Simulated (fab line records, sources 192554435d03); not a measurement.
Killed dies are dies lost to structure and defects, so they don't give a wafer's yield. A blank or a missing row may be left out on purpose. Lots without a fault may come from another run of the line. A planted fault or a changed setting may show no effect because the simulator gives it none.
Split-lot experiment | flow n5_finfet | 7 lots, 21 wafers read, on a route of 1938 steps

THE SPLIT
At N5_BEOL_M7_PECVD_70 (deposits SiO2 from TEOS/O2, target thk 20 nm, time 22.7 s), the setting temp_c was moved away from the recipe's 400 C on 6 of the 21 wafers read, by -3.7% to +2.9%. The other wafers ran this setting at the recipe's value.

The reading is taken at the split's own step.

THE READING
SiO2_of_BEOL_M7_PECVD_70.thk_nm (the simulator's own value, which no gauge read), in nm, at N5_BEOL_M7_PECVD_70 (deposits SiO2 from TEOS/O2, target thk 20 nm, time 22.7 s). The file gives no usual value for it. The 15 wafers here that ran the recipe average 20.0 nm, standard deviation 0.19 nm.

wafer  | tool, chamber at the split | temp_c as run, C | against the recipe | SiO2_of_BEOL_M7_PECVD_70.thk_nm, nm | against lot-mates on the recipe
L074.2 | pecvd-02, 1,2              | 400              | recipe             | 20                                  | -
L074.5 | pecvd-02, 1,2              | 400              | recipe             | 20                                  | -
L074.6 | pecvd-02, 1                | 400              | recipe             | 20.2                                | -
L077.1 | pecvd-02, 0                | 400              | recipe             | 19.8                                | -
L077.3 | pecvd-02, 2                | 408.5            | +2.1%              | 19                                  | -1.0
L077.4 | pecvd-02, 2                | 400              | recipe             | 20.2                                | -
L079.3 | pecvd-01, 0                | 400              | recipe             | 19.8                                | -
L079.5 | pecvd-01, 0                | 400              | recipe             | 19.8                                | -
L079.6 | pecvd-01, 2                | 400              | recipe             | 20.2                                | -
L080.2 | pecvd-03, 0                | 400              | recipe             | 20.2                                | -
L080.3 | pecvd-03, 1                | 400              | recipe             | 20                                  | -
L080.5 | pecvd-03, 0                | 385.4            | -3.7%              | 22.2                                | +2.1
L090.4 | pecvd-02, 0                | 400              | recipe             | 20                                  | -
L090.5 | pecvd-02, 2                | 400              | recipe             | 20.2                                | -
L090.6 | pecvd-02, 1                | 411.6            | +2.9%              | 18.4                                | -1.7
L093.3 | pecvd-01, 0                | 400              | recipe             | 19.8                                | -
L093.5 | pecvd-01, 0,2              | 392.5            | -1.9%              | 20.8                                | +1.0
L093.6 | pecvd-01, 0,2              | 392.5            | -1.9%              | 20.8                                | +1.0
L097.1 | pecvd-03, 0                | 400              | recipe             | 19.8                                | -
L097.3 | pecvd-03, 1                | 400              | recipe             | 19.6                                | -
L097.4 | pecvd-03, 0                | 386.6            | -3.3%              | 22                                  | +2.3
Where a row lists several chambers, the file gives one row for several wafers and doesn't say which wafer went through which chamber.

THE FIT
A straight line over all 21 wafers: SiO2_of_BEOL_M7_PECVD_70.thk_nm changes by -0.553 nm for each +1% of temp_c; r = -0.97; the points scatter about the line by 0.2 nm.
The same after taking each lot's own level away (the mean of its wafers on the recipe; 21 wafers): -0.586 nm for each +1%; r = -0.98; scatter 0.16 nm.
On that fit, the largest move of temp_c shifts the reading by 2.1 nm.
The lots' own levels span 19.70 to 20.10 nm, that is 2.1 times the standard deviation above.
So the lot-to-lot level changes the slope little: the two slopes agree.
Check: with one of the wafers moved furthest among these (-3.7%) left out of the fit, the line predicts +2.18 nm for it against its lot-mates. It came out at +2.1 nm against them.

OTHER SPLITS ON THESE WAFERS
These wafers also went through other splits before the reading. Each is held against what the fit with the lots' levels taken away leaves over:
other split on the same wafers | wafers away from the commonest value | r with SiO2_of_BEOL_M7_PECVD_70.thk_nm (lot level and that fit taken away)
N5_BEOL_M3_ETCH_70 bias_w      | 6                                    | +0.03
N5_BEOL_M4_COAT_73 spin_rpm    | 10                                   | -0.03
N5_BEOL_M4_COAT_05 spin_rpm    | 4                                    | -0.05
N5_BEOL_M5_ETCH_72 bias_w      | 6                                    | -0.01
N5_BEOL_M5_COAT_22 spin_rpm    | 6                                    | -0.30

THE FILE'S OWN FIT
SiO2_of_BEOL_M7_PECVD_70.thk_nm changes by -0.593 nm for each +1% of temp_c, r = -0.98.
